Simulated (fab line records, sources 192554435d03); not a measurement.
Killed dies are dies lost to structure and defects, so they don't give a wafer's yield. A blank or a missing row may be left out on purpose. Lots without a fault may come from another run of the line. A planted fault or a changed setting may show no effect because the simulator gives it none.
Split-lot experiment | flow n5_finfet | 7 lots, 39 wafers read, on a route of 1938 steps

THE SPLIT
At N5_BEOL_M6_CVD_78 (deposits Co from CCTBA/H2, target thk 2 nm, time 142.3 s), the setting target_thk_a was moved away from the recipe's 20 angstrom on 15 of the 39 wafers read, by -49.0% to +34.5%. The other wafers ran this setting at the recipe's value.

The reading is taken at the split's own step.

THE READING
Co_of_BEOL_M6_CVD_78.thk_nm (the simulator's own value, which no gauge read), in nm, at N5_BEOL_M6_CVD_78 (deposits Co from CCTBA/H2, target thk 2 nm, time 142.3 s). The file gives no usual value for it. The 24 wafers here that ran the recipe average 2.0 nm, standard deviation 0.15 nm.

wafer  | tool, chamber at the split | target_thk_a as run, angstrom | against the recipe | Co_of_BEOL_M6_CVD_78.thk_nm, nm | against lot-mates on the recipe
L075.1 | cvd_co-02, 0               | 20                            | recipe             | 1.8                             | -
L075.6 | cvd_co-02, 0               | 20                            | recipe             | 1.8                             | -
L075.2 | cvd_co-02, 1               | 20                            | recipe             | 2                               | -
L077.1 | cvd_co-02, 0               | 20                            | recipe             | 1.8                             | -
L077.2 | cvd_co-02, 1               | 13.44                         | -32.8%             | 1.4                             | -0.5
L077.5 | cvd_co-02, 1               | 13.44                         | -32.8%             | 1.4                             | -0.5
L077.3 | cvd_co-02, 2               | 20                            | recipe             | 2                               | -
L077.6 | cvd_co-02, 2               | 20                            | recipe             | 2                               | -
L077.4 | cvd_co-02, 0               | 13.44                         | -32.8%             | 1.2                             | -0.7
L083.1 | cvd_co-02, 0,0,1           | 20                            | recipe             | 1.8                             | -
L083.4 | cvd_co-02, 0,0,1           | 20                            | recipe             | 1.8                             | -
L083.6 | cvd_co-02, 0,0,1           | 20                            | recipe             | 1.8                             | -
L083.2 | cvd_co-02, 2               | 10.2                          | -49.0%             | 1                               | -0.8
L083.5 | cvd_co-02, 2               | 10.2                          | -49.0%             | 1                               | -0.8
L083.3 | cvd_co-02, 1               | 10.2                          | -49.0%             | 0.8                             | -1.0
L084.1 | cvd_co-02, 0,2             | 20                            | recipe             | 2                               | -
L084.5 | cvd_co-02, 0,2             | 20                            | recipe             | 2                               | -
L084.2 | cvd_co-02, 2               | 23.92                         | +19.6%             | 2.4                             | +0.3
L084.3 | cvd_co-02, 0               | 23.92                         | +19.6%             | 2.2                             | +0.1
L084.6 | cvd_co-02, 0               | 23.92                         | +19.6%             | 2.2                             | +0.1
L084.4 | cvd_co-02, 2               | 20                            | recipe             | 2.2                             | -
L086.1 | cvd_co-02, 0,2,0           | 20                            | recipe             | 2                               | -
L086.3 | cvd_co-02, 0,2,0           | 20                            | recipe             | 2                               | -
L086.4 | cvd_co-02, 0,2,0           | 20                            | recipe             | 2                               | -
L086.2 | cvd_co-02, 2               | 20                            | recipe             | 2.2                             | -
L086.6 | cvd_co-02, 2               | 20                            | recipe             | 2.2                             | -
L086.5 | cvd_co-02, 0               | 20                            | recipe             | 1.8                             | -
L088.1 | cvd_co-01, 0               | 20                            | recipe             | 1.8                             | -
L088.2 | cvd_co-01, 1               | 20                            | recipe             | 2.2                             | -
L088.5 | cvd_co-01, 1               | 20                            | recipe             | 2.2                             | -
L088.3 | cvd_co-01, 1,0             | 16.92                         | -15.4%             | 1.6                             | -0.5
L088.6 | cvd_co-01, 1,0             | 16.92                         | -15.4%             | 1.6                             | -0.5
L088.4 | cvd_co-01, 0               | 16.92                         | -15.4%             | 1.8                             | -0.3
L093.1 | cvd_co-02, 2,1             | 26.89                         | +34.5%             | 2.8                             | +0.8
L093.2 | cvd_co-02, 2,1             | 26.89                         | +34.5%             | 2.8                             | +0.8
L093.3 | cvd_co-02, 0,2,0           | 20                            | recipe             | 2                               | -
L093.4 | cvd_co-02, 0,2,0           | 20                            | recipe             | 2                               | -
L093.5 | cvd_co-02, 0,2,0           | 20                            | recipe             | 2                               | -
L093.6 | cvd_co-02, 1               | 26.89                         | +34.5%             | 2.6                             | +0.6
Where a row lists several chambers, the file gives one row for several wafers and doesn't say which wafer went through which chamber.

THE FIT
A straight line over all 39 wafers: Co_of_BEOL_M6_CVD_78.thk_nm changes by +0.0205 nm for each +1% of target_thk_a; r = +0.95; the points scatter about the line by 0.14 nm.
The same after taking each lot's own level away (the mean of its wafers on the recipe; 39 wafers): +0.0184 nm for each +1%; r = +0.95; scatter 0.13 nm.
On that fit, the largest move of target_thk_a shifts the reading by 0.9 nm.
The lots' own levels span 1.80 to 2.07 nm, that is 1.8 times the standard deviation above.
So the lot-to-lot level changes the slope: the two fits differ.
Check: with one of the wafers moved furthest among these (-49.0%) left out of the fit, the line predicts -0.932 nm for it against its lot-mates. It came out at -0.8 nm against them.

THE FILE'S OWN FIT
Co_of_BEOL_M6_CVD_78.thk_nm changes by +0.0184 nm for each +1% of target_thk_a, r = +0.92.
